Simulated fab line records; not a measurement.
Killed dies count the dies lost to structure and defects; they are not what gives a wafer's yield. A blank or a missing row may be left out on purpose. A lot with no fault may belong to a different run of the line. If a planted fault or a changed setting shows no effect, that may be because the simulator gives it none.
A single fault, viewed from 2 desks ; flow nand harc ; each desk has only its own numbers; what lay behind them comes last

## FROM THE METROLOGY DESK
Lot by lot, what the gauges showed, no matter which tool ran the lot: averages of those sampled wafers that carry a number. Marked OUT: a lot whose mean sits more than 4 standard deviations from the usual mean, which makes it out of limits; the brackets give that distance.
Columns: A = cd nm at NHARC_P_CONTACT_CD_MEAS_12, usual 90.1 nm; B = cd nm at NHARC_P_CONTACT_CD_MEAS_19, usual 89.8 nm
lot;first seen here;A;B
L960;day 6 03:26;91.5;91.9
L961;day 6 11:08;89.3;89.4
L962;day 6 16:40;90.0;89.1
L964;day 7 13:06;89.3;87.8
L965;day 8 01:48;90.6;90.0
L971;day 10 16:05;79.7 (-13) OUT;81.6
L973;day 11 04:16;81.6 (-11) OUT;81.6
L976;day 12 15:00;90.0;88.8
L978;day 13 06:28;89.2;88.6
L979;day 13 18:04;90.7;90.5
L983;day 15 07:53;89.0;88.6
This desk finds L971, L973 out of limits, L971 being first, at day 10 16:05 (cd nm at NHARC_P_CONTACT_CD_MEAS_12). L960, L961, L962, L964, L965, L976, L978, L979, L983 stayed within limits.

## TOOL OWNER'S DESK, litho track-04
The tool's own readings at NHARC_P_CONTACT_PEB_10 (peb time 65 s): means of the sampled wafers that have a number, for each lot that ran on this tool. Marked OUT: a lot whose mean sits more than 4 standard deviations from the usual mean, which makes it out of limits; the brackets give that distance.
Columns: A = heater power total W at NHARC_P_CONTACT_PEB_10, usual 156.7 W
lot;first seen here;A
L960;day 6 03:22;156.7
L965;day 8 01:43;156.4
L971;day 10 15:59;183.5 (+65) OUT
L973;day 11 04:11;183.6 (+66) OUT
This desk finds L971, L973 out of limits, L971 being first, at day 10 15:59 (heater power total W at NHARC_P_CONTACT_PEB_10). L960, L965 stayed within limits.

## ALL TOGETHER
At day 10 15:59, on L971, L973, the tool owner's desk was in a position to raise an alarm.
L971, L973 would have let the metrology desk raise an alarm at day 10 16:05.
On litho track-04, each named lot ran NHARC_P_CONTACT_PEB_10.

## WHAT THE SIMULATOR HAD PUT IN
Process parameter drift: litho track-04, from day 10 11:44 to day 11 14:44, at NHARC_P_CONTACT_PEB_10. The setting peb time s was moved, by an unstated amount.
Struck lots among those shown: L971, L973.
Time in hours from fault onset to the first out-of-limits reading at each desk: tool owner's desk 4, metrology desk 4.
